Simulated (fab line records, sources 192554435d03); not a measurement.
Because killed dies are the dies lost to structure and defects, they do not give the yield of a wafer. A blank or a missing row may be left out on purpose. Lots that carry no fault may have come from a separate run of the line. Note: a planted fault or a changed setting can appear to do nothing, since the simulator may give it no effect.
Chamber matching | flow n5_finfet | 4 sister chambers for N5_BEOL_M7_ALD_77 on ald_metal-02
The step deposits TaN, target thk 2 nm, pulse time 2 s, purge time 3 s. 8 wafers are shown with their chamber, then 8 later ones without.

== WAFERS WITH THEIR CHAMBER ==
wafer  | chamber | heater_power_w (W)
L082.1 | 1       | 398
L083.1 | 0       | 441
L083.2 | 3       | 377
L083.3 | 2       | 368
L087.2 | 2       | 346
L087.5 | 0       | 439
L087.6 | 1       | 404
L089.1 | 3       | 363

== WAFERS MISSING THEIR CHAMBER ==
wafer  | heater_power_w (W)
L089.3 | 422
L089.6 | 349
L093.1 | 397
L093.2 | 352
L093.3 | 379
L093.4 | 450
L093.5 | 358
L093.6 | 379

== WHICH CHAMBER EACH WENT THROUGH ==
wafer  | from the rows above          | in truth
L089.3 | can't be placed: 0 or 1      | 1
L089.6 | can't be placed: 2 or 3      | 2
L093.1 | 1                            | 1
L093.2 | can't be placed: 2 or 3      | 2
L093.3 | can't be placed: 3 or 1 or 2 | 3
L093.4 | 0                            | 0
L093.5 | can't be placed: 2 or 3      | 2
L093.6 | can't be placed: 3 or 1 or 2 | 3
Correct placement for 2 of the 8. Not placeable from these rows: 6 (in 6, the candidates include the true chamber). 0 placed wrongly.
How it was worked out, from the rows above alone: a wafer's distance from a chamber is the root of the sum, over the readings, of the square of ((its reading less the chamber's mean) divided by the reading's scatter). If the next closest chamber is less than 2 further off than the closest, the wafer can't be placed; otherwise it belongs to the closest. Each chamber's mean is taken over the wafers shown for it. How the scatter is found: for the shown wafers, subtract from each reading the mean of its chamber, square and add these, divide the total by (wafers less chambers), then take the root.
